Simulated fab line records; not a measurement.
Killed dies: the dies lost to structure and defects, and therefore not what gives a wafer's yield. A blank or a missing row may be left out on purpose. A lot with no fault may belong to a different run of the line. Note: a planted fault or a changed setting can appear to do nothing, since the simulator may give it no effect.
Matching of chambers	flow n5-finfet	4 sister chambers for N5_BEOL_M11_STRIP_67 on rie-diel-03
The step strips in CF4. 18 wafers are shown with their chamber, then 9 later ones without.

== WAFERS PAIRED WITH THEIR CHAMBERS ==
wafer	chamber	showerhead-plenum-p-Torr (Torr)	drypump-motor-current-A (A)	throttle-valve-pct (%)
L078.1	2	1.82	6.05	13.64
L078.2	3	1.85	5.83	13.65
L078.6	3	1.85	5.84	13.67
L079.1	2	1.82	6.04	13.66
L079.4	1	1.75	5.46	13.93
L079.5	3	1.85	5.86	13.69
L083.3	1	1.75	5.49	13.96
L083.5	1	1.75	5.46	13.94
L083.6	0	1.73	5.75	13.78
L084.2	0	1.73	5.70	13.79
L084.3	1	1.75	5.47	13.96
L084.6	0	1.73	5.71	13.78
L086.1	3	1.84	5.86	13.12
L086.2	0	1.73	5.73	13.78
L086.5	0	1.73	5.73	13.78
L091.4	1	1.75	5.48	13.98
L091.5	1	1.75	5.50	14.00
L091.6	0	1.73	5.75	13.82

SIGNATURES (means of the wafers above)
reading	chamber 0	chamber 1	chamber 2	chamber 3	scatter within a chamber
showerhead-plenum-p-Torr	1.7300	1.7500	1.8200	1.8475	0.00231
drypump-motor-current-A	5.7283	5.4767	6.0450	5.8475	0.0172
throttle-valve-pct	13.7883	13.9617	13.6500	13.5325	0.129
Rule: a wafer's distance from a chamber is the root of the sum, over the readings, of the square of ((its reading less the chamber's mean) divided by the reading's scatter). If the next closest chamber is less than 2 further off than the closest, the wafer can't be placed; otherwise it belongs to the closest. The scatter: take each reading less its chamber's mean, square it, sum over the shown wafers, divide by the number of wafers less the number of chambers, and take the root.

== WAFERS WHOSE CHAMBER IS MISSING ==
wafer	showerhead-plenum-p-Torr (Torr)	drypump-motor-current-A (A)	throttle-valve-pct (%)
L093.3	1.81	6.02	13.73
L093.5	1.84	5.82	13.14
L093.6	1.72	5.70	13.83
L094.1	1.82	6.02	13.72
L094.3	1.72	5.75	13.80
L094.5	1.72	5.72	13.83
L095.3	1.75	5.50	13.40
L095.4	1.81	6.05	13.74
L095.5	1.81	6.04	13.75

== WHICH CHAMBER EACH ONE RAN IN ==
wafer	from the rows above	in truth
L093.3	2	2
L093.5	3	3
L093.6	0	0
L094.1	2	2
L094.3	0	0
L094.5	0	0
L095.3	1	1
L095.4	2	2
L095.5	2	2
9 of 9 placed correctly. Not placeable from these rows: 0. 0 placed wrongly.
